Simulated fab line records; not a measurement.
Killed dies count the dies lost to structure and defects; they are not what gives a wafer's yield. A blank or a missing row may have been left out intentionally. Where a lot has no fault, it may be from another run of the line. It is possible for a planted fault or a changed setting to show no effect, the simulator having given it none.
Matching of chambers + flow nand-harc + NHARC_A_STAIRCASE_DESCUM_270 on rie-diel-13 has 4 sister chambers
The step chemistry O2, time 3 s. 20 wafers are shown with their chamber, then 10 later ones without.

== WAFERS, EACH WITH ITS CHAMBER ==
| wafer  | chamber | drypump-motor-current-A (A) | showerhead-plenum-p-Torr (Torr) | oes-product-au (a.u.) |
|--------|---------|-----------------------------|---------------------------------|-----------------------|
| L079.1 | 3       | 6.0                         | 1.90                            | 0.978                 |
| L079.3 | 1       | 6.5                         | 2.05                            | 0.991                 |
| L079.5 | 0       | 5.3                         | 1.90                            | 0.993                 |
| L082.1 | 3       | 6.1                         | 1.90                            | 0.992                 |
| L082.4 | 2       | 4.9                         | 1.82                            | 1.014                 |
| L082.5 | 3       | 6.0                         | 1.90                            | 0.988                 |
| L081.1 | 1       | 6.5                         | 2.05                            | 0.985                 |
| L081.4 | 0       | 5.3                         | 1.90                            | 1.001                 |
| L081.5 | 3       | 6.0                         | 1.90                            | 0.998                 |
| L086.1 | 1       | 6.5                         | 2.04                            | 0.999                 |
| L086.3 | 3       | 6.0                         | 1.89                            | 0.990                 |
| L086.5 | 2       | 4.9                         | 1.81                            | 1.019                 |
| L089.2 | 0       | 5.3                         | 1.90                            | 0.998                 |
| L089.4 | 1       | 6.5                         | 2.04                            | 0.985                 |
| L089.5 | 3       | 6.0                         | 1.89                            | 0.981                 |
| L088.1 | 1       | 6.5                         | 2.04                            | 0.990                 |
| L088.3 | 2       | 4.9                         | 1.81                            | 1.028                 |
| L088.4 | 3       | 6.1                         | 1.89                            | 0.991                 |
| L091.1 | 1       | 6.5                         | 2.04                            | 1.001                 |
| L091.4 | 2       | 4.9                         | 1.81                            | 1.008                 |

SIGNATURES (averages over the wafers above)
| reading                  | chamber 0 | chamber 1 | chamber 2 | chamber 3 | scatter within a chamber |
|--------------------------|-----------|-----------|-----------|-----------|--------------------------|
| drypump-motor-current-A  | 5.300     | 6.500     | 4.900     | 6.029     | 0.0299                   |
| showerhead-plenum-p-Torr | 1.9000    | 2.0433    | 1.8125    | 1.8957    | 0.00487                  |
| oes-product-au           | 0.99733   | 0.99183   | 1.01725   | 0.98829   | 0.00688                  |
Rule: for each reading, subtract the chamber's mean from the wafer's reading, divide by that reading's scatter and square the result; add these up over the readings and take the root, which gives the wafer's distance from the chamber. If the next closest chamber is less than 2 further off than the closest, the wafer can't be placed; otherwise it belongs to the closest. The scatter: the root of (the sum of the squares of (reading less its chamber's mean) over the shown wafers, divided by (wafers less chambers)).

== WAFERS WITHOUT THEIR CHAMBER ==
| wafer  | drypump-motor-current-A (A) | showerhead-plenum-p-Torr (Torr) | oes-product-au (a.u.) |
|--------|-----------------------------|---------------------------------|-----------------------|
| L091.5 | 6.5                         | 2.04                            | 1.002                 |
| L092.1 | 6.0                         | 1.89                            | 0.975                 |
| L092.2 | 6.5                         | 2.04                            | 1.003                 |
| L092.4 | 4.9                         | 1.81                            | 1.004                 |
| L094.2 | 6.0                         | 1.89                            | 0.980                 |
| L094.3 | 5.3                         | 1.89                            | 0.998                 |
| L094.5 | 5.3                         | 1.89                            | 0.995                 |
| L097.2 | 6.5                         | 2.03                            | 1.005                 |
| L097.3 | 4.9                         | 1.80                            | 0.998                 |
| L097.5 | 6.0                         | 1.88                            | 0.991                 |

== CHAMBER TAKEN BY EACH ==
| wafer  | from the rows above | in truth |
|--------|---------------------|----------|
| L091.5 | 1                   | 1        |
| L092.1 | 3                   | 3        |
| L092.2 | 1                   | 1        |
| L092.4 | 2                   | 2        |
| L094.2 | 3                   | 3        |
| L094.3 | 0                   | 0        |
| L094.5 | 0                   | 0        |
| L097.2 | 1                   | 1        |
| L097.3 | 2                   | 2        |
| L097.5 | 3                   | 3        |
10 of 10 placed correctly. From these rows, 0 cannot be placed. Placed wrongly: 0.
